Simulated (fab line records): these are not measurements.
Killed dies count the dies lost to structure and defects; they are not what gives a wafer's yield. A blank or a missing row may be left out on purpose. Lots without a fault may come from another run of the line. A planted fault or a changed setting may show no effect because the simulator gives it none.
What tool caused it? + flow nand-harc + 42 wafers from 14 lots sampled at 5 of the route's 1302 steps

== WHAT EACH GAUGE READ, for each wafer ==
NHARC_A_ONON_D2_THK_MEAS_14: measures by ellipsometry.
| lot  | measured     | on            | thk-nm (nm)    |
|------|--------------|---------------|----------------|
| L115 | day 13 01:00 | film-metro-02 | 1012 1010 1013 |
| L114 | day 13 00:59 | film-metro-01 | 1008 1007 1010 |
| L116 | day 13 17:09 | film-metro-02 | 1010 1012 1010 |
| L120 | day 14 21:17 | film-metro-02 | 994 994 995    |
| L123 | day 16 10:51 | film-metro-02 | 1009 1013 1010 |
| L124 | day 16 20:07 | film-metro-01 | 992 993 993    |
| L125 | day 16 23:12 | film-metro-01 | 1002 1002 1003 |
| L128 | day 18 11:47 | film-metro-02 | 680 680 679    |
| L129 | day 18 11:25 | film-metro-02 | 666 667 667    |
| L130 | day 19 09:35 | film-metro-01 | 1000 999 1001  |
| L132 | day 19 15:07 | film-metro-01 | 1004 1003 1004 |
| L134 | day 21 01:04 | film-metro-01 | 993 995 994    |
| L136 | day 21 09:06 | film-metro-02 | 1015 1016 1016 |
| L137 | day 22 01:01 | film-metro-02 | 1010 1012 1010 |

NHARC_END_SORT_01.
| lot  | measured     | on        | killed-at-array | killed-at-other | killed-at-periphery | killed-dies | killed-open | killed-short |
|------|--------------|-----------|-----------------|-----------------|---------------------|-------------|-------------|--------------|
| L128 | day 30 13:58 | prober-01 | 667 665 670     | 1 0 0           | 9 12 7              | 677 677 677 | 3 1 4       | 2 3 3        |
| L129 | day 30 20:09 | prober-01 | 676 674         | 0 0             | 1 3                 | 677 677     | 4 1         | 2 7          |

== WHICH TOOL RAN EACH LOT (tool, then ch and the chambers of the sampled wafers, then the start) ==
| lot  | NHARC_A_CHANNEL_FILL_D1_ALD_16   | NHARC_A_ONON_D2_DEP_12           | NHARC_A_CHANNEL_HOLE_D2_DEP_00 |
|------|----------------------------------|----------------------------------|--------------------------------|
| L115 | ald-hk-04 ch 1,3, day 10 01:23   | pecvd-onon-04 ch 0, day 13 00:29 | acl-dep-01 ch 0, day 13 11:54  |
| L114 | ald-hk-02 ch 0,3, day 10 01:26   | pecvd-onon-03 ch 0, day 13 00:35 | acl-dep-02 ch 0, day 13 12:34  |
| L116 | ald-hk-04 ch 0,1,2, day 10 17:11 | pecvd-onon-03 ch 0, day 13 16:38 | acl-dep-03 ch 0, day 14 08:02  |
| L120 | ald-hk-02 ch 0,2,3, day 11 16:56 | pecvd-onon-04 ch 0, day 14 20:46 | acl-dep-01 ch 0, day 15 09:37  |
| L123 | ald-hk-02 ch 1,2,3, day 13 05:35 | pecvd-onon-04 ch 0, day 16 10:24 | acl-dep-02 ch 0, day 17 05:03  |
| L124 | ald-hk-02 ch 1,2,3, day 13 12:46 | pecvd-onon-03 ch 0, day 16 19:35 | acl-dep-02 ch 0, day 17 11:41  |
| L125 | ald-hk-02 ch 0,2,3, day 13 18:52 | pecvd-onon-04 ch 0, day 16 22:44 | acl-dep-03 ch 0, day 17 12:02  |
| L128 | ald-hk-01 ch 1,3, day 15 08:04   | pecvd-onon-04 ch 0, day 18 11:23 | -                              |
| L129 | ald-hk-04 ch 0,2,3, day 15 08:10 | pecvd-onon-04 ch 0, day 18 10:55 | -                              |
| L130 | ald-hk-04 ch 0,1,3, day 16 05:09 | pecvd-onon-01 ch 0, day 19 09:12 | acl-dep-01 ch 0, day 19 20:29  |
| L132 | ald-hk-01 ch 0,3, day 16 16:19   | pecvd-onon-01 ch 0, day 19 14:36 | acl-dep-02 ch 0, day 20 03:59  |
| L134 | ald-hk-01 ch 0,1, day 17 22:47   | pecvd-onon-01 ch 0, day 21 00:34 | acl-dep-03 ch 0, day 21 17:35  |
| L136 | ald-hk-04 ch 0,2,3, day 18 07:53 | pecvd-onon-03 ch 0, day 21 08:35 | acl-dep-02 ch 0, day 21 19:53  |
| L137 | ald-hk-04 ch 0,1,3, day 18 22:55 | pecvd-onon-01 ch 0, day 22 00:31 | acl-dep-01 ch 0, day 22 16:02  |
- NHARC_A_CHANNEL_FILL_D1_ALD_16: deposits SiO2, target thk 1.5 nm, pulse time 10 s, ald cycles 15.
- NHARC_A_ONON_D2_DEP_12: target thk 1000 nm.
- NHARC_A_CHANNEL_HOLE_D2_DEP_00: deposits aC, target thk 3100 nm.

== WHAT THE TOOLS THEMSELVES READ (means of the sampled wafers that have a number; where no wafer has one, the mark that the record gives instead) ==
NHARC_A_CHANNEL_FILL_D1_ALD_16.
| lot  | tool      | heater-power-w (W) | precursor-pulse-height-rel |
|------|-----------|--------------------|----------------------------|
| L115 | ald-hk-04 | 420                | 0.992                      |
| L114 | ald-hk-02 | 503                | 0.996                      |
| L116 | ald-hk-04 | 446                | 0.989                      |
| L120 | ald-hk-02 | 493                | 1.022                      |
| L123 | ald-hk-02 | 477                | 0.996                      |
| L124 | ald-hk-02 | 473                | 1.030                      |
| L125 | ald-hk-02 | 489                | 1.010                      |
| L128 | ald-hk-01 | 376                | 0.978                      |
| L129 | ald-hk-04 | 485                | 1.007                      |
| L130 | ald-hk-04 | 435                | 1.005                      |
| L132 | ald-hk-01 | 379                | 0.990                      |
| L134 | ald-hk-01 | 398                | 1.015                      |
| L136 | ald-hk-04 | 488                | 1.001                      |
| L137 | ald-hk-04 | 436                | 1.028                      |

NHARC_A_CHANNEL_HOLE_D2_DEP_00.
| lot  | tool       | throttle-valve-pct (%) |
|------|------------|------------------------|
| L115 | acl-dep-01 | 34.999                 |
| L114 | acl-dep-02 | 34.994                 |
| L116 | acl-dep-03 | 35.002                 |
| L120 | acl-dep-01 | 34.997                 |
| L123 | acl-dep-02 | 34.998                 |
| L124 | acl-dep-02 | 34.996                 |
| L125 | acl-dep-03 | 34.995                 |
| L130 | acl-dep-01 | 35.005                 |
| L132 | acl-dep-02 | 34.990                 |
| L134 | acl-dep-03 | 34.996                 |
| L136 | acl-dep-02 | 35.004                 |
| L137 | acl-dep-01 | 34.993                 |

== THE ANSWER, worked out from the rows above alone ==
Rule: usual is defined by the lots themselves. Put in order of their means at a reading, lots are off if they are a third of the lots or fewer, leave a main group of 4 or more, and stand apart from it by a gap of 3 or more times the standard deviation of the main group's means; of several such gaps the widest counts. If all means in a main group match to the digits the tables above print for the reading, that group is not used. Also off: a lot with no number at a reading for which 4 or more lots have one. Where the step has rows for the other lots, those lots are counted as sound. The gauges are gone through in route order, then the tools' own readings, and for those a lot's mean is taken as printed above. The first step at which some lot is off is used, and at that step the reading that is off furthest; a lot without a number counts as furthest.
Off, at NHARC_A_ONON_D2_THK_MEAS_14 on thk-nm: L128, L129. The main group has a mean of 1005 nm with a standard deviation of 7.6.
If a tool, at a process step before that reading, ran all the lots that are off and no sound lot after the first of them, it fits. Those tools and the gauges at NHARC_A_ONON_D2_THK_MEAS_14 are tried in the same way. One fits: pecvd-onon-04 at NHARC_A_ONON_D2_DEP_12. A fault onset in the window from L125 (day 16 22:44, its last sound lot) to L129 (day 18 10:55, its first lot off) fits.

== WHAT WAS PUT IN BY THE SIMULATOR ==
Process parameter drift: pecvd-onon-04, from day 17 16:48 on, at NHARC_A_ONON_D2_DEP_12. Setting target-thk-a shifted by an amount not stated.
Lots struck among those shown: L129, L128. This agrees with what the rule above found.
